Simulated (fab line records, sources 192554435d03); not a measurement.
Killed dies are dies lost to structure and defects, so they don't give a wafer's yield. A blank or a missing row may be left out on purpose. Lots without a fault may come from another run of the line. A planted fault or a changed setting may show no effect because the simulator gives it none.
Chamber matching | flow n5_finfet | N5_SDB_ETCH_25 on rie_diel-01: 4 sister chambers
The step etches SiO2 in C4F6/O2, target depth 10 nm, time 3.3 s. 14 wafers are shown with their chamber, then 7 later ones without.

WAFERS WITH THEIR CHAMBER
wafer  | chamber | drypump_motor_current_A (A) | rf_vpp_V (V) | showerhead_plenum_p_Torr (Torr)
L079.1 | 0       | 4.9                         | 675          | 2.76
L079.3 | 3       | 5.3                         | 681          | 2.80
L079.4 | 1       | 5.0                         | 668          | 2.84
L082.4 | 3       | 5.2                         | 679          | 2.80
L082.5 | 2       | 6.4                         | 657          | 2.92
L082.6 | 3       | 5.2                         | 681          | 2.80
L088.2 | 0       | 4.9                         | 675          | 2.75
L088.4 | 1       | 5.1                         | 669          | 2.83
L088.5 | 0       | 4.9                         | 673          | 2.75
L089.4 | 0       | 4.9                         | 674          | 2.75
L089.5 | 3       | 5.3                         | 681          | 2.79
L089.6 | 2       | 6.5                         | 657          | 2.91
L090.1 | 3       | 5.2                         | 679          | 2.79
L090.3 | 0       | 4.9                         | 676          | 2.75

SIGNATURES (means of the wafers above)
reading                  | chamber 0 | chamber 1 | chamber 2 | chamber 3 | scatter within a chamber
drypump_motor_current_A  | 4.900     | 5.050     | 6.450     | 5.240     | 0.0469
rf_vpp_V                 | 674.60    | 668.50    | 657.00    | 680.20    | 1.02
showerhead_plenum_p_Torr | 2.7520    | 2.8350    | 2.9150    | 2.7960    | 0.00548
Rule: a wafer's distance from a chamber is the root of the sum, over the readings, of the square of ((its reading less the chamber's mean) divided by the reading's scatter). The wafer belongs to the nearest chamber; if the next one is less than 2 further off, it can't be placed. The scatter: the root of (the sum of the squares of (reading less its chamber's mean) over the shown wafers, divided by (wafers less chambers)).

WAFERS WITHOUT THEIR CHAMBER
wafer  | drypump_motor_current_A (A) | rf_vpp_V (V) | showerhead_plenum_p_Torr (Torr)
L090.5 | 6.4                         | 657          | 2.91
L091.3 | 4.9                         | 673          | 2.75
L091.5 | 4.9                         | 673          | 2.75
L091.6 | 5.1                         | 669          | 2.83
L096.1 | 4.9                         | 674          | 2.74
L096.2 | 5.1                         | 668          | 2.82
L096.5 | 5.1                         | 667          | 2.82

WHICH CHAMBER EACH WENT THROUGH
wafer  | from the rows above | in truth
L090.5 | 2                   | 2
L091.3 | 0                   | 0
L091.5 | 0                   | 0
L091.6 | 1                   | 1
L096.1 | 0                   | 0
L096.2 | 1                   | 1
L096.5 | 1                   | 1
Placed correctly: 7 of 7. Can't be placed from these rows: 0. Placed wrongly: 0.
